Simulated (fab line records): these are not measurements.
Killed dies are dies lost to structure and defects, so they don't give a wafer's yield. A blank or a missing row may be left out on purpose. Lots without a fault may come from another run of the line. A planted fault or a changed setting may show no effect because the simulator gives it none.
Chamber matching | flow nand_harc | NHARC_P_M0_CMP_23 on cmp-02: 4 sister chambers
The step polishes, t overpolish 20 s, target thk 117.54 nm. 8 wafers are shown with their chamber, then 10 later ones without.

== WAFERS, EACH WITH ITS CHAMBER ==
wafer  | chamber | motor_current_A (A) | time_to_endpoint_s (s)
L084.1 | 0       | 12.3                | 32
L084.3 | 3       | 14.0                | 32
L084.6 | 2       | 10.6                | 32
L086.4 | 1       | 14.4                | 31
L086.5 | 1       | 14.6                | 32
L086.6 | 2       | 11.0                | 31
L092.1 | 0       | 12.1                | 36
L092.3 | 3       | 13.5                | 34

== WAFERS WHOSE CHAMBER IS MISSING ==
wafer  | motor_current_A (A) | time_to_endpoint_s (s)
L092.5 | 10.8                | 35
L093.3 | 13.3                | 31
L093.4 | 12.7                | 33
L093.5 | 14.3                | 32
L094.3 | 12.7                | 32
L094.5 | 11.3                | 32
L094.6 | 13.5                | 33
L095.1 | 11.0                | 31
L095.2 | 13.5                | 30
L095.6 | 13.7                | 29

== CHAMBER TAKEN BY EACH ==
wafer  | from the rows above     | in truth
L092.5 | 2                       | 2
L093.3 | 3                       | 3
L093.4 | 0                       | 0
L093.5 | can't be placed: 1 or 3 | 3
L094.3 | can't be placed: 0 or 3 | 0
L094.5 | can't be placed: 2 or 0 | 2
L094.6 | 3                       | 3
L095.1 | 2                       | 2
L095.2 | 3                       | 3
L095.6 | can't be placed: 3 or 1 | 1
Correct placement for 6 of the 10. Cannot be placed on the basis of these rows: 4; the candidates contain the true chamber in 4. Wrongly placed: 0.
How it was worked out, from the rows above alone: a wafer's distance from a chamber is the root of the sum, over the readings, of the square of ((its reading less the chamber's mean) divided by the reading's scatter). The wafer belongs to the nearest chamber; if the next one is less than 2 further off, it can't be placed. For every chamber, the mean is computed from those of its wafers that are shown. How the scatter is found: for the shown wafers, subtract from each reading the mean of its chamber, square and add these, divide the total by (wafers less chambers), then take the root.
